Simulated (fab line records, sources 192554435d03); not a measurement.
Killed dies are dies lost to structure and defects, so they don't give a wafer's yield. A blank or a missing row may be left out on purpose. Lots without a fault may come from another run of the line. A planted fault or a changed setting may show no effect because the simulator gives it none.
A struck lot beside a sound one | flow n5_finfet | 39 steps out of a route of 1938
Sound: wafers L766.2, L766.4, L766.5. Struck: wafers L767.3, L767.4, L767.5. The cause comes at the end.
At each step with rows: each side's tool, then ch and its chambers, then its first start. Under that, the readings that differ: sound wafers | struck wafers | difference of the means | sigmas: that difference in standard deviations of wafers without a fault.
alike: readings whose means differ by less than 2 such deviations, and words and numbers that are the same on both sides. not compared: withheld readings, readings that some wafer has no value for, bounds like >300 that may hide the same value, and numbers for which the record gives no deviation and whose values overlap.
The two part at a step that has a row with sigmas, a row that says differs or no value, or rows on one side only. Numbers that don't overlap but have no deviation are shown without sigmas and don't part them. A reading that every wafer of one side lacks parts them only if that side has two wafers or more.

first, 10 steps without rows for these wafers: N5_PMOS_HMC_CHANNEL_EPI_PRECLEAN_37 (cleans in O3/DIW, time 45 s); N5_PMOS_HMC_CHANNEL_EPI_PRECLEAN_24 (cleans in DHF, time 30 s); N5_PMOS_HMC_CHANNEL_EPI_SRD_25 (time 30 s); N5_PMOS_HMC_CHANNEL_EPI_EPI_26 (deposits Si from SiH4/H2, target thk 3.8 nm, time 22.7 s); N5_FIN_SAQP_PRECLEAN_42 (cleans in O3/DIW, time 60 s); N5_FIN_SAQP_PRECLEAN_00 (cleans in SC1, time 60 s); N5_FIN_SAQP_PRECLEAN_44 (cleans in SC2, time 45 s); N5_FIN_SAQP_SRD_01 (time 30 s); N5_FIN_SAQP_ALD_61 (deposits SiO2, target thk 4 nm, pulse time 1 s, purge time 2 s); N5_FIN_SAQP_DENSIFY_62 (time 60 s).
N5_FIN_SAQP_HM_DEP_03: deposits SiNx from SiH4/NH3/N2, target thk 38 nm, time 33.6 s.
  sound on pecvd-03 ch 0,1,2, day 4 10:52; struck on pecvd-03 ch 0,1,2, day 4 18:48
  reading                                      | sound            | struck           | difference | sigmas
  model.SiNx_of_FIN_SAQP_HM_DEP_03.thk_nm (nm) | 37.8 37.61 38.08 | 46.29 47.1 47.04 | +8.98      |
  alike: heater_power_w, showerhead_plenum_p_Torr, throttle_valve_pct
N5_FIN_SAQP_THK_MEAS_05:
  sound on film_metro-02, day 4 10:57; struck on film_metro-01, day 4 18:53
  reading     | sound          | struck         | difference | sigmas
  thk_nm (nm) | 37.8 37.6 38.1 | 46.3 47.1 47.0 | +9.0       | +18
then, 24 steps without rows for these wafers: N5_FIN_SAQP_PECVD_47 (deposits a-Si from SiH4/He, target thk 45 nm, time 36.3 s); N5_FIN_SAQP_PECVD_48 (deposits SiNx from SiH4/NH3/N2, target thk 25 nm, time 22.1 s); N5_FIN_SAQP_PECVD_06 (deposits a-Si from SiH4/He, target thk 60 nm, time 48.1 s); N5_FIN_SAQP_HM_DEP_72 (deposits SiO2 from SiH4/N2O, target thk 12 nm, time 7.2 s); N5_FIN_SAQP_COAT_49 (time 60 s, resist thk 100 nm); N5_FIN_SAQP_COAT_50 (time 60 s, resist thk 35 nm); N5_FIN_SAQP_COAT_10 (resist thk 90 nm); N5_FIN_SAQP_EBR_12; N5_FIN_SAQP_SOFTBAKE_11 (time 60 s); N5_FIN_SAQP_EXPOSE_13 (exposes mask FIN CORE, target cd 35.6 nm); N5_FIN_SAQP_PEB_14 (peb time 60 s); N5_FIN_SAQP_DEVELOP_15 (develop time 30 s); N5_FIN_SAQP_DESCUM_21 (chemistry O2, time 7.9 s); N5_FIN_SAQP_ETCH_51 (etches SiARC in CF4, target depth 45.5 nm, time 75.8 s); N5_FIN_SAQP_ETCH_52 (etches SOC in N2/H2, target depth 100 nm, overetch 20 nm, time 150 s); N5_FIN_SAQP_STRIP_53 (strips in N2/H2); N5_FIN_SAQP_HM_OPEN_73 (chemistry CHF3/O2, target SiO2, stops on a-Si, target depth 12 nm, time 16.8 s); N5_FIN_SAQP_STRIP_74 (strips in CHF3/O2); N5_FIN_SAQP_MANDREL_ETCH_22 (etches a-Si in HBr/Cl2, stops on SiNx, target depth 60 nm, bt time 10 s, time 30 s); N5_FIN_SAQP_STRIP_55 (strips in N2/H2); N5_FIN_SAQP_STRIP_23 (strips in SPM, time 750 s); N5_FIN_SAQP_SRD_66 (time 30 s); N5_FIN_SAQP_RECESS_75 (chemistry HF/NH3, target SiO2, target depth 14.4 nm, afs cycles 3, sublimation time 60 s); N5_FIN_SAQP_SPACER1_ALD_24 (deposits SiO2, target thk 20.3 nm, pulse time 1 s, purge time 2 s).
N5_FIN_SAQP_HM_OPEN_33: chemistry CH3F/O2, target SiNx, target depth 49.4 nm, time 70.6 s.
  sound on rie_diel-03 ch 0,1,3, day 4 16:58; struck on rie_diel-06 ch 1,3, day 5 00:38
  reading                  | sound             | struck            | difference | sigmas
  etch_rf_on_time_s (s)    | 69.7 67.3 68.7    | 85.8 87.5 87.6    | +18.4      | +10
  model.etch.depth_nm (nm) | 37.08 36.73 37.45 | 45.41 46.39 46.16 | +8.90      |
  alike: CH3F_flow_sccm, drypump_motor_current_A, oes_f_703_au, oes_product_au, rf_vpp_V, showerhead_plenum_p_Torr, throttle_valve_pct
  not compared: rf_hours_counter_h
N5_STI_FIN_REVEAL_RECESS_09: chemistry HF/NH3, target SiO2, afs cycles 11, target depth 42.5 nm, sublimation time 60 s.
  sound on vapor_etch-02 ch 1, day 5 02:38; struck on vapor_etch-01 ch 0,1, day 5 09:16
  reading                                      | sound        | struck         | difference | sigmas
  model.SiNx_of_FIN_SAQP_HM_DEP_03.thk_nm (nm) | 18 17.6 18.4 | 26.4 27.4 26.6 | +8.8       |
  alike: drypump_motor_current_A
-- the record jumps here: 10 days lie between the struck wafers' starts before and after (it left off in module STI_FIN_REVEAL and takes up again in module PASSIVATION, whose first step shown is number 1936 of the route) --
N5_PASSIVATION_PROBE_49:
  sound on prober-01, day 15 01:22; struck on prober-01, day 15 06:32
  reading             | sound    | struck      | difference | sigmas
  killed_at_front_end | 27 34 20 | 58 52 72    | +34        | +3
  killed_dies         | 84 89 75 | 137 106 157 | +51        | +3
  killed_open         | 67 56 49 | 98 77 104   | +36        | +2
  alike: killed_at_M0_to_M3, killed_at_M4_up, killed_at_contacts, killed_at_other, killed_short

WHERE THEY PART
First at N5_FIN_SAQP_THK_MEAS_05; last, within this record, at N5_PASSIVATION_PROBE_49.

WHY: what the simulator had put in
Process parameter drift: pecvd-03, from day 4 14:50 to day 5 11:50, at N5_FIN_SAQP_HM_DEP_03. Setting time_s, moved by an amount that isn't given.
